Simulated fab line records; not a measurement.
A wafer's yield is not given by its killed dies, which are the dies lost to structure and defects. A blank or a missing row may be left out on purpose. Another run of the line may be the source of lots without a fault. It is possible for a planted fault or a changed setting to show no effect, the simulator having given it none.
Lot-split experiment | flow n5 finfet | 7 lots, 21 wafers read, on a route of 1938 steps

== THE SPLIT ==
At N5_BEOL_M6_COAT_22 (resist thk 30 nm), the setting spin rpm was moved away from the recipe's 1500 rpm on 6 of the 21 wafers read, by -8.3% to +10.4%. All remaining wafers had this setting at the recipe value.

== FROM THE SPLIT TO THE READING: what the file shows between them, 4 steps ==
- N5_BEOL_M6_EBR_24
- N5_BEOL_M6_SOFTBAKE_23: time 60 s
- N5_BEOL_M6_EXPOSE_25: exposes mask V5, target cd 40 nm
- N5_BEOL_M6_PEB_26: peb time 60 s

== THE READING ==
CAR-EUV_of_BEOL_M6_COAT_22.thk nm (the simulator's own value, which no gauge read), in nm, at N5_BEOL_M6_DEVELOP_27 (develop time 30 s). The file gives no usual value for it. The 15 wafers here that ran the recipe average 29.6 nm, standard deviation 0.1 nm.

wafer  | tool, chamber at the split | spin rpm as run, rpm | against the recipe | CAR-EUV_of_BEOL_M6_COAT_22.thk nm, nm | against lot-mates on the recipe
L075.2 | litho track-04, 0          | 1500                 | recipe             | 29.6                                  | -
L075.4 | litho track-04, 0          | 1500                 | recipe             | 29.6                                  | -
L075.5 | litho track-04, 0          | 1500                 | recipe             | 29.6                                  | -
L078.1 | litho track-03, 0          | 1412                 | -5.9%              | 30.6                                  | +1.0
L078.3 | litho track-03, 0          | 1500                 | recipe             | 29.6                                  | -
L078.5 | litho track-03, 0          | 1500                 | recipe             | 29.6                                  | -
L081.2 | litho track-02, 0          | 1500                 | recipe             | 29.6                                  | -
L081.5 | litho track-02, 0          | 1500                 | recipe             | 29.6                                  | -
L081.6 | litho track-02, 0          | 1500                 | recipe             | 29.6                                  | -
L077.4 | litho track-04, 0          | 1500                 | recipe             | 29.8                                  | -
L077.5 | litho track-04, 0          | 1500                 | recipe             | 29.6                                  | -
L077.6 | litho track-04, 0          | 1576                 | +5.1%              | 28.8                                  | -0.9
L082.1 | litho track-02, 0          | 1656                 | +10.4%             | 28                                    | -1.4
L082.4 | litho track-02, 0          | 1656                 | +10.4%             | 28                                    | -1.4
L082.5 | litho track-02, 0          | 1500                 | recipe             | 29.4                                  | -
L084.2 | litho track-02, 0          | 1500                 | recipe             | 29.4                                  | -
L084.3 | litho track-02, 0          | 1500                 | recipe             | 29.4                                  | -
L084.6 | litho track-02, 0          | 1500                 | recipe             | 29.6                                  | -
L086.1 | litho track-03, 0          | 1375                 | -8.3%              | 30.8                                  | +1.2
L086.2 | litho track-03, 0          | 1375                 | -8.3%              | 30.8                                  | +1.2
L086.3 | litho track-03, 0          | 1500                 | recipe             | 29.6                                  | -

THE FIT
A straight line over all 21 wafers: CAR-EUV_of_BEOL_M6_COAT_22.thk nm changes by -0.152 nm for each +1% of spin rpm; r = -0.99; the points scatter about the line by 0.095 nm.
The same after taking each lot's own level away (the mean of its wafers on the recipe; 21 wafers): -0.143 nm for each +1%; r = -0.99; scatter 0.079 nm.
Per that fit: largest spin rpm move, reading shift of 1.5 nm.
Across the lots, their own levels run from 29.40 to 29.70 nm, a range of 3.0 times the standard deviation given above.
The two slopes agree, so the slope changes little with the lot-to-lot level.
Check: -1.52 nm against its lot-mates is what the line predicts for one of the wafers moved furthest among these (+10.4%) when that wafer is left out of the fit. It came out at -1.4 nm against them.

== THESE WAFERS: OTHER SPLITS ==
Before the reading, these wafers also passed through other splits. Each is held against what the fit with the lots' levels taken away leaves over:
other split on the same wafers | wafers away from the commonest value | r with CAR-EUV_of_BEOL_M6_COAT_22.thk nm (lot level and that fit taken away)
N5_BEOL_M5_COAT_71 spin rpm    | 10                                   | -0.11
N5_BEOL_M5_COAT_05 spin rpm    | 6                                    | -0.01
N5_BEOL_M5_ETCH_41 source w    | 12                                   | -0.29

== THE WHOLE CHAIN: every reading that the file lists as answering this split, in the file's order ==
step                  | what it does      | reading                                                                            | change (the file's fit)               | r (the file's)
N5_BEOL_M6_COAT_22    | resist thk 30 nm  | CAR-EUV_of_BEOL_M6_COAT_22.thk nm (the simulator's own value, which no gauge read) | -0.143 nm for each +1% of the setting | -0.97
N5_BEOL_M6_DEVELOP_27 | develop time 30 s | CAR-EUV_of_BEOL_M6_COAT_22.thk nm (the simulator's own value, which no gauge read) | -0.147 nm for each +1% of the setting | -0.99

== FILE'S OWN FIT ==
CAR-EUV_of_BEOL_M6_COAT_22.thk nm changes by -0.147 nm for each +1% of spin rpm, r = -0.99.
